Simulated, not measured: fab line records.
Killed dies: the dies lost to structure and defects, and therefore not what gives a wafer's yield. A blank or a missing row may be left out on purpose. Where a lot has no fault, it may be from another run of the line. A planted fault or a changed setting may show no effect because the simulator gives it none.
Matching of chambers :: flow nandHarc :: 4 sister chambers for NHARC_P_GATE_STRIP_108 on rieDiel-04
The step strips in O2. 14 wafers are shown with their chamber, then 7 later ones without.

## WAFERS PAIRED WITH THEIR CHAMBERS
wafer: L589.3
chamber: 0
showerheadPlenumPTorr (Torr): 3.41
oesProductAu (a.u.): 0.997
throttleValvePct (%): 17.044

wafer: L589.5
chamber: 0
showerheadPlenumPTorr (Torr): 3.41
oesProductAu (a.u.): 1.007
throttleValvePct (%): 17.033

wafer: L589.6
chamber: 1
showerheadPlenumPTorr (Torr): 3.56
oesProductAu (a.u.): 1.008
throttleValvePct (%): 17.054

wafer: L601.1
chamber: 0
showerheadPlenumPTorr (Torr): 3.40
oesProductAu (a.u.): 1.005
throttleValvePct (%): 17.033

wafer: L601.2
chamber: 1
showerheadPlenumPTorr (Torr): 3.56
oesProductAu (a.u.): 1.000
throttleValvePct (%): 17.045

wafer: L601.6
chamber: 2
showerheadPlenumPTorr (Torr): 3.76
oesProductAu (a.u.): 0.987
throttleValvePct (%): 17.042

wafer: L602.1
chamber: 2
showerheadPlenumPTorr (Torr): 3.76
oesProductAu (a.u.): 0.984
throttleValvePct (%): 17.041

wafer: L602.3
chamber: 0
showerheadPlenumPTorr (Torr): 3.40
oesProductAu (a.u.): 1.006
throttleValvePct (%): 17.054

wafer: L602.4
chamber: 3
showerheadPlenumPTorr (Torr): 3.31
oesProductAu (a.u.): 0.992
throttleValvePct (%): 17.050

wafer: L605.3
chamber: 1
showerheadPlenumPTorr (Torr): 3.56
oesProductAu (a.u.): 0.988
throttleValvePct (%): 17.031

wafer: L605.5
chamber: 0
showerheadPlenumPTorr (Torr): 3.40
oesProductAu (a.u.): 1.009
throttleValvePct (%): 17.029

wafer: L605.6
chamber: 1
showerheadPlenumPTorr (Torr): 3.56
oesProductAu (a.u.): 1.004
throttleValvePct (%): 17.035

wafer: L606.1
chamber: 0
showerheadPlenumPTorr (Torr): 3.40
oesProductAu (a.u.): 1.004
throttleValvePct (%): 17.052

wafer: L606.4
chamber: 2
showerheadPlenumPTorr (Torr): 3.76
oesProductAu (a.u.): 1.005
throttleValvePct (%): 17.031

SIGNATURES (means of the wafers above)
reading: showerheadPlenumPTorr
chamber 0: 3.4033
chamber 1: 3.5600
chamber 2: 3.7600
chamber 3: 3.3100
scatter within a chamber: 0.00365

reading: oesProductAu
chamber 0: 1.00467
chamber 1: 1.00000
chamber 2: 0.99200
chamber 3: 0.99200
scatter within a chamber: 0.00753

reading: throttleValvePct
chamber 0: 17.04083
chamber 1: 17.04125
chamber 2: 17.03800
chamber 3: 17.05000
scatter within a chamber: 0.00983
Rule: distance of a wafer from a chamber = root of the sum over the readings of ((wafer's reading minus chamber's mean) / reading's scatter) squared. The wafer belongs to the nearest chamber; if the next one is less than 2 further off, it can't be placed. How the scatter is found: for the shown wafers, subtract from each reading the mean of its chamber, square and add these, divide the total by (wafers less chambers), then take the root.

## WAFERS WITHOUT THEIR CHAMBER
wafer: L606.6
showerheadPlenumPTorr (Torr): 3.31
oesProductAu (a.u.): 0.996
throttleValvePct (%): 17.038

wafer: L609.1
showerheadPlenumPTorr (Torr): 3.31
oesProductAu (a.u.): 0.984
throttleValvePct (%): 17.040

wafer: L609.3
showerheadPlenumPTorr (Torr): 3.75
oesProductAu (a.u.): 0.998
throttleValvePct (%): 17.010

wafer: L609.5
showerheadPlenumPTorr (Torr): 3.40
oesProductAu (a.u.): 1.011
throttleValvePct (%): 17.040

wafer: L612.2
showerheadPlenumPTorr (Torr): 3.31
oesProductAu (a.u.): 0.983
throttleValvePct (%): 17.052

wafer: L612.3
showerheadPlenumPTorr (Torr): 3.56
oesProductAu (a.u.): 1.002
throttleValvePct (%): 17.029

wafer: L612.6
showerheadPlenumPTorr (Torr): 3.56
oesProductAu (a.u.): 1.005
throttleValvePct (%): 17.042

## CHAMBER TAKEN BY EACH
wafer: L606.6
from the rows above: 3
in truth: 3

wafer: L609.1
from the rows above: 3
in truth: 3

wafer: L609.3
from the rows above: 2
in truth: 2

wafer: L609.5
from the rows above: 0
in truth: 0

wafer: L612.2
from the rows above: 3
in truth: 3

wafer: L612.3
from the rows above: 1
in truth: 1

wafer: L612.6
from the rows above: 1
in truth: 1
Placed correctly: 7 of 7. Left unplaced by these rows: 0. Number placed wrongly: 0.
